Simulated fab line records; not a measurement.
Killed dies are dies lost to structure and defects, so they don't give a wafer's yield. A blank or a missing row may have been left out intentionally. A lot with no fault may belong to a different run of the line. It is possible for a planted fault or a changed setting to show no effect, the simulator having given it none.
The same fault as seen by 2 desks :: flow nand-harc :: each desk holds nothing but its own numbers, with what lay behind them at the end

## AT THE TOOL OWNER'S DESK: pecvd-02
The tool's own readings at NHARC_THIN_TSV_DEP_47 (deposits SiO2, target thk 200 nm): means of the sampled wafers that have a number, for each lot that ran on this tool. The brackets show how far a lot's mean lies from the usual mean; more than 4 standard deviations puts the lot out of limits, marked OUT.
Columns: A = throttle-valve-pct at NHARC_THIN_TSV_DEP_47, usual 15.9 %
lot: L996
first seen here: day 24 03:43
A: 16.6

lot: L998
first seen here: day 24 04:57
A: 15.9

lot: L997
first seen here: day 24 07:55
A: 16.4

lot: L102
first seen here: day 26 12:49
A: 16.0

lot: L105
first seen here: day 27 17:11
A: 16.1

lot: L106
first seen here: day 27 19:41
A: 16.0

lot: L112
first seen here: day 31 09:04
A: 16.1

lot: L119
first seen here: day 32 22:04
A: 16.2
This desk's verdict: no lot among the 8 shows anything out of limits.

## THE METROLOGY DESK
Lot by lot, what the gauges showed, no matter which tool ran the lot: averages of those sampled wafers that carry a number. The brackets show how far a lot's mean lies from the usual mean; more than 4 standard deviations puts the lot out of limits, marked OUT.
Columns: A = cd-nm at NHARC_THIN_TSV_CD_MEAS_37, usual 5000 nm
lot: L996
first seen here: day 24 09:06
A: 5008

lot: L998
first seen here: day 24 10:28
A: 4999

lot: L997
first seen here: day 24 13:24
A: 5001

lot: L999
first seen here: day 25 21:39
A: 4999

lot: L100
first seen here: day 26 01:29
A: 4998

lot: L102
first seen here: day 26 18:14
A: 4997

lot: L105
first seen here: day 27 22:43
A: 5005

lot: L104
first seen here: day 28 00:01
A: 5000

lot: L106
first seen here: day 28 01:17
A: 4999

lot: L108
first seen here: day 28 13:43
A: 4999

lot: L107
first seen here: day 28 14:37
A: 4997

lot: L112
first seen here: day 31 14:25
A: 5003

lot: L119
first seen here: day 33 03:36
A: 5000
This desk's verdict: no lot among the 13 shows anything out of limits.

## PUT TOGETHER
The desk of the tool owner found nothing out of limits.
From the metrology desk's view, nothing was out of limits.

## WHAT WAS PUT IN BY THE SIMULATOR
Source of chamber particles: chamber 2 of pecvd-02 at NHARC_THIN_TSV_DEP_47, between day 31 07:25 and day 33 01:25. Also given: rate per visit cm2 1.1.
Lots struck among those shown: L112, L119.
